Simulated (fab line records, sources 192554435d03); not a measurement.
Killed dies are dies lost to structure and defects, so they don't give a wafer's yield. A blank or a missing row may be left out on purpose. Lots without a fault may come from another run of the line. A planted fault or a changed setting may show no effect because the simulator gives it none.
Which tool did it? | flow n5_finfet | 10 lots, 28 wafers sampled, at 5 steps of a route of 1938

WHAT THE GAUGES READ, wafer by wafer
N5_BEOL_M4_RC_MEAS_101. Usual: DIBL_N 36.0 mV/V, standard deviation 2.2; DIBL_P 35.9 mV/V, standard deviation 2.6; IOFF_N 0.16 nA/um, standard deviation 0.038; IOFF_P 0.21 nA/um, standard deviation 0.042; ION_N 675 uA/um, standard deviation 15; ION_P 463 uA/um, standard deviation 10; SS_N 71.5 mV/dec, standard deviation 0.62; SS_P 73.2 mV/dec, standard deviation 0.76; VT_N 250 mV, standard deviation 4.1; VT_P -251 mV, standard deviation 3.6.
lot  | measured     | on        | DIBL_N (mV/V)  | DIBL_P (mV/V)  | IOFF_N (nA/um) | IOFF_P (nA/um) | ION_N (uA/um) | ION_P (uA/um) | SS_N (mV/dec)  | SS_P (mV/dec)  | VT_N (mV)   | VT_P (mV)      | flag
L462 | day 8 00:44  | prober-01 | 37.3 35.4      | 37.3 35.0      | 0.17 0.14      | 0.21 0.19      | 674 667       | 461 454       | 71.5 71.6      | 73.2 72.4      | 251 251     | -254 -253      |
L464 | day 9 02:25  | prober-02 | 33.3 36.6 34.8 | 33.6 37.5 34.4 | 0.12 0.17 0.14 | 0.15 0.20 0.15 | 657 680 656   | 446 458 444   | 70.9 72.6 71.8 | 73.0 73.8 73.3 | 253 247 251 | -255 -251 -255 |
L466 | day 9 03:22  | prober-01 | 38.7 36.1 33.1 | 39.3 35.5 32.3 | 0.21 0.16 0.12 | 0.26 0.19 0.16 | 690 675 662   | 471 459 452   | 72.2 72.4 71.2 | 74.5 73.7 72.1 | 245 249 252 | -249 -251 -253 |
L468 | day 9 22:17  | prober-01 | 36.5 34.2 35.0 | 35.6 34.0 34.3 | 0.15 0.13 0.13 | 0.20 0.19 0.19 | 672 682 673   | 462 473 465   | 71.5 70.9 70.7 | 73.3 72.4 72.6 | 249 253 251 | -249 -250 -249 |
L467 | day 9 19:13  | prober-01 | 43.9 41.1 37.2 | 43.5 40.2 35.3 | 0.29 0.22 0.14 | 0.34 0.26 0.19 | 693 687 684   | 471 469 467   | 72.5 72.6 71.3 | 75.3 74.2 73.0 | 245 243 252 | -245 -247 -255 |
L469 | day 10 03:46 | prober-01 | 35.3 37.6 39.0 | 34.6 36.8 39.5 | 0.13 0.16 0.21 | 0.17 0.20 0.24 | 673 662 684   | 464 450 464   | 70.8 71.5 72.3 | 72.6 74.0 74.1 | 251 252 246 | -255 -254 -252 |
L473 | day 11 07:55 | prober-01 | 34.9 35.5      | 34.8 36.6      | 0.14 0.15      | 0.18 0.20      | 681 666       | 466 456       | 71.4 71.6      | 72.5 73.4      | 250 246     | -250 -254      |
L474 | day 11 13:40 | prober-02 | 35.7 32.8 36.7 | 35.0 31.4 34.6 | 0.15 0.11 0.16 | 0.19 0.15 0.19 | 671 670 669   | 464 458 457   | 70.9 70.7 71.8 | 72.2 72.1 72.8 | 248 253 249 | -250 -254 -250 |
L477 | day 11 22:24 | prober-01 | 36.0 37.0 34.2 | 37.5 38.6 34.9 | 0.18 0.19 0.15 | 0.24 0.25 0.19 | 687 691 694   | 470 475 480   | 71.2 71.3 71.1 | 73.3 73.8 72.6 | 246 246 249 | -246 -247 -250 |
L478 | day 12 02:56 | prober-02 | 37.0 37.4 36.6 | 38.5 38.1 36.9 | 0.17 0.20 0.17 | 0.24 0.23 0.22 | 661 697 686   | 456 478 464   | 72.0 71.2 70.7 | 73.5 73.8 72.4 | 246 243 248 | -249 -251 -250 |

WHICH TOOL RAN EACH LOT (tool, then ch and the chambers of the sampled wafers, then the start)
lot  | N5_BEOL_M1_DESCUM_33              | N5_BEOL_M1_CVD_47               | N5_BEOL_M1_ANNEAL_80         | N5_BEOL_M1_SPUTTER_88
L462 | rie_diel-03 ch 0,1, day 6 11:18   | cvd_co-02 ch 0,2, day 6 12:47   | pvd_sputter-02, day 6 13:15  | pvd_sputter-02, day 6 13:50
L464 | rie_diel-05 ch 1,2, day 7 00:30   | cvd_co-01 ch 0,1, day 7 06:59   | pvd_sputter-02, day 7 07:26  | pvd_sputter-02, day 7 08:01
L466 | rie_diel-05 ch 1,2, day 7 10:08   | cvd_co-02 ch 0,1,2, day 7 12:03 | pvd_sputter-02, day 7 12:31  | pvd_sputter-02, day 7 13:05
L468 | rie_diel-03 ch 0,1,2, day 7 22:05 | cvd_co-01 ch 1,2, day 8 07:54   | pvd_sputter-03, day 8 08:29  | pvd_sputter-03, day 8 09:04
L467 | rie_diel-02 ch 1,2, day 7 22:29   | cvd_co-01 ch 0,1,2, day 8 08:10 | pvd_sputter-01, day 8 08:43  | pvd_sputter-01, day 8 09:21
L469 | rie_diel-05 ch 1,3, day 8 08:22   | cvd_co-02 ch 0,1, day 8 17:10   | pvd_sputter-03, day 8 17:50  | pvd_sputter-03, day 8 18:25
L473 | rie_diel-03 ch 1,3, day 9 09:09   | cvd_co-01 ch 0,2, day 9 19:01   | pvd_sputter-01, day 9 19:29  | pvd_sputter-01, day 9 20:02
L474 | rie_diel-05 ch 2,3, day 9 12:47   | cvd_co-02 ch 0,1,2, day 9 19:20 | pvd_sputter-02, day 9 21:23  | pvd_sputter-02, day 9 21:58
L477 | rie_diel-02 ch 0,2,3, day 9 23:34 | cvd_co-02 ch 0,1, day 10 03:14  | pvd_sputter-03, day 10 03:43 | pvd_sputter-03, day 10 04:17
L478 | rie_diel-05 ch 1,3, day 10 04:01  | cvd_co-02 ch 0,2, day 10 16:25  | pvd_sputter-03, day 10 16:53 | pvd_sputter-03, day 10 17:28
- N5_BEOL_M1_DESCUM_33: chemistry O2, time 7 s.
- N5_BEOL_M1_CVD_47: deposits Co from CCTBA/H2, target thk 3 nm, time 223.8 s.
- N5_BEOL_M1_ANNEAL_80: time 240 s.
- N5_BEOL_M1_SPUTTER_88: material Cu, target thk 4.5 nm, time 8.29 s.

WHAT THE TOOLS THEMSELVES READ (means of the sampled wafers that have a number; where no wafer has one, the mark that the record gives instead)
N5_BEOL_M1_DESCUM_33. Usual: drypump_motor_current_A 5.8 A, standard deviation 0.53; oes_product_au 0.79 a.u., standard deviation 0.063; rf_vpp_V 243.2 V, standard deviation 1.2; showerhead_plenum_p_Torr 2.10 Torr, standard deviation 0.048; temp_c 40.01 C, standard deviation 0.1; throttle_valve_pct 20.37 %, standard deviation 0.2.
lot  | tool        | drypump_motor_current_A (A) | oes_product_au (a.u.) | rf_vpp_V (V) | showerhead_plenum_p_Torr (Torr) | temp_c (C) | throttle_valve_pct (%) | flag
L462 | rie_diel-03 | 5.0                         | 0.91                  | 242.4        | 2.10                            | 40.00      | 20.32                  |
L464 | rie_diel-05 | 5.8                         | 0.78                  | 244.1        | 2.16                            | 40.00      | 20.20                  |
L466 | rie_diel-05 | 5.8                         | 0.80                  | 244.5        | 2.14                            | 39.98      | 20.22                  |
L468 | rie_diel-03 | 5.3                         | 0.82                  | 242.9        | 2.12                            | 39.97      | 20.40                  |
L467 | rie_diel-02 | 6.2                         | 0.75                  | 243.2        | 2.09                            | 40.13      | 20.58                  |
L469 | rie_diel-05 | 6.2                         | 0.80                  | 242.5        | 2.09                            | 39.91      | 20.58                  |
L473 | rie_diel-03 | 5.7                         | 0.85                  | 243.3        | 2.13                            | 39.97      | 20.24                  |
L474 | rie_diel-05 | 6.2                         | 0.82                  | 242.6        | 2.07                            | 40.04      | 20.60                  |
L477 | rie_diel-02 | 5.8                         | 0.77                  | 241.9        | 2.09                            | 39.90      | 20.51                  |
L478 | rie_diel-05 | 6.2                         | 0.78                  | 242.6        | 2.09                            | 40.10      | 20.58                  |

N5_BEOL_M1_CVD_47. Usual: run_length_s 246.5 s, standard deviation 0.35.
lot  | tool      | run_length_s (s) | flag
L462 | cvd_co-02 | 246.3            |
L464 | cvd_co-01 | 246.9            |
L466 | cvd_co-02 | 246.8            |
L468 | cvd_co-01 | 246.4            |
L467 | cvd_co-01 | 246.6            |
L469 | cvd_co-02 | 246.4            |
L473 | cvd_co-01 | 246.3            |
L474 | cvd_co-02 | 246.7            |
L477 | cvd_co-02 | 209.6            | OFF
L478 | cvd_co-02 | 172.1            | OFF

N5_BEOL_M1_ANNEAL_80. Usual: heater_power_w 816 W, standard deviation 45.
lot  | tool           | heater_power_w (W) | flag
L462 | pvd_sputter-02 | 792                |
L464 | pvd_sputter-02 | 807                |
L466 | pvd_sputter-02 | 811                |
L468 | pvd_sputter-03 | 857                |
L467 | pvd_sputter-01 | 779                |
L469 | pvd_sputter-03 | 844                |
L473 | pvd_sputter-01 | 752                |
L474 | pvd_sputter-02 | 800                |
L477 | pvd_sputter-03 | 834                |
L478 | pvd_sputter-03 | 843                |

N5_BEOL_M1_SPUTTER_88. Usual: chuck_gas_flow_sccm 1.25 sccm, standard deviation 0.051; throttle_valve_pct 30.0 %, standard deviation 1.2.
lot  | tool           | chuck_gas_flow_sccm (sccm) | throttle_valve_pct (%) | flag
L462 | pvd_sputter-02 | 1.21                       | 31.6                   |
L464 | pvd_sputter-02 | 1.25                       | 29.6                   |
L466 | pvd_sputter-02 | 1.22                       | 30.7                   |
L468 | pvd_sputter-03 | 1.25                       | 29.6                   |
L467 | pvd_sputter-01 | 1.24                       | 29.7                   |
L469 | pvd_sputter-03 | 1.25                       | 30.2                   |
L473 | pvd_sputter-01 | 1.24                       | 30.3                   |
L474 | pvd_sputter-02 | 1.27                       | 30.7                   |
L477 | pvd_sputter-03 | 1.24                       | 28.9                   |
L478 | pvd_sputter-03 | 1.25                       | 29.9                   |

THE ANSWER, worked out from the rows above alone
Rule: a lot is off if the mean of its wafers that have a number lies more than 3 standard deviations from the usual mean. A lot without any number at a reading at which 4 lots or more have one is off too. The other lots that the step has rows for count as sound. The gauges are gone through in route order, then the tools' own readings, and for those a lot's mean is taken as printed above. The first step at which some lot is off is used, and at that step the reading that is off furthest; a lot without a number counts as furthest.
Off: L477, L478, at N5_BEOL_M1_CVD_47 (run_length_s).
A tool fits if, at that step or a process step before it, it ran every lot that is off, and no sound lot after the first of them. One fits: cvd_co-02 at N5_BEOL_M1_CVD_47. Its last sound lot is L474 (day 9 19:20), its first lot that is off L477 (day 10 03:14): a fault that began between those two fits.
The tool's own readings at N5_BEOL_M1_CVD_47 bear it out: on the lots that are off they differ by more than 5 times the standard deviation of the sound lots' means. run_length_s reads 190.8 s there against 246.6 s on the sound lots.

WHAT THE SIMULATOR HAD PUT IN
Process parameter drift: cvd_co-02, from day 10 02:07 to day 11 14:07, at N5_BEOL_M1_CVD_47. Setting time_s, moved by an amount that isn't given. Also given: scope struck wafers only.
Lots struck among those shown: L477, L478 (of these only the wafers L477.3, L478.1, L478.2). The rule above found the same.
